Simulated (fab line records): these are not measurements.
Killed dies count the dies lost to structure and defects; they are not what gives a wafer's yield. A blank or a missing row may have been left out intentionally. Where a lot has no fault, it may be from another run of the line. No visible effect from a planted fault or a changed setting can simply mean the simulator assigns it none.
Chamber matching | flow nand_harc | 3 sister chambers for NHARC_P_CONTACT_DEP_30 on pecvd-03
The step deposits SiNx, target thk 30 nm. 6 wafers are shown with their chamber, then 9 later ones without.

WAFERS, EACH WITH ITS CHAMBER
wafer  | chamber | heater_power_w (W)
L087.4 | 2       | 649
L088.1 | 2       | 669
L088.6 | 0       | 786
L092.2 | 0       | 790
L092.3 | 1       | 548
L092.4 | 1       | 564

WAFERS WHOSE CHAMBER IS MISSING
wafer  | heater_power_w (W)
L095.1 | 809
L095.2 | 561
L095.4 | 556
L096.1 | 597
L096.2 | 750
L096.6 | 594
L097.1 | 498
L097.2 | 691
L097.5 | 804

WHICH CHAMBER EACH ONE RAN IN
wafer  | from the rows above     | in truth
L095.1 | 0                       | 0
L095.2 | 1                       | 1
L095.4 | 1                       | 1
L096.1 | can't be placed: 1 or 2 | 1
L096.2 | 0                       | 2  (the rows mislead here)
L096.6 | 1                       | 1
L097.1 | 1                       | 1
L097.2 | 2                       | 2
L097.5 | 0                       | 0
7 of 9 placed correctly. From these rows, 1 cannot be placed; in 1 the true chamber is one of the candidates. Wrongly placed: 1.
How it was worked out, from the rows above alone: a wafer's distance from a chamber is the root of the sum, over the readings, of the square of ((its reading less the chamber's mean) divided by the reading's scatter). If the next closest chamber is less than 2 further off than the closest, the wafer can't be placed; otherwise it belongs to the closest. For every chamber, the mean is computed from those of its wafers that are shown. The scatter is the square root of a quotient: the sum, over the shown wafers, of each reading's squared deviation from its chamber's mean, divided by wafers minus chambers.
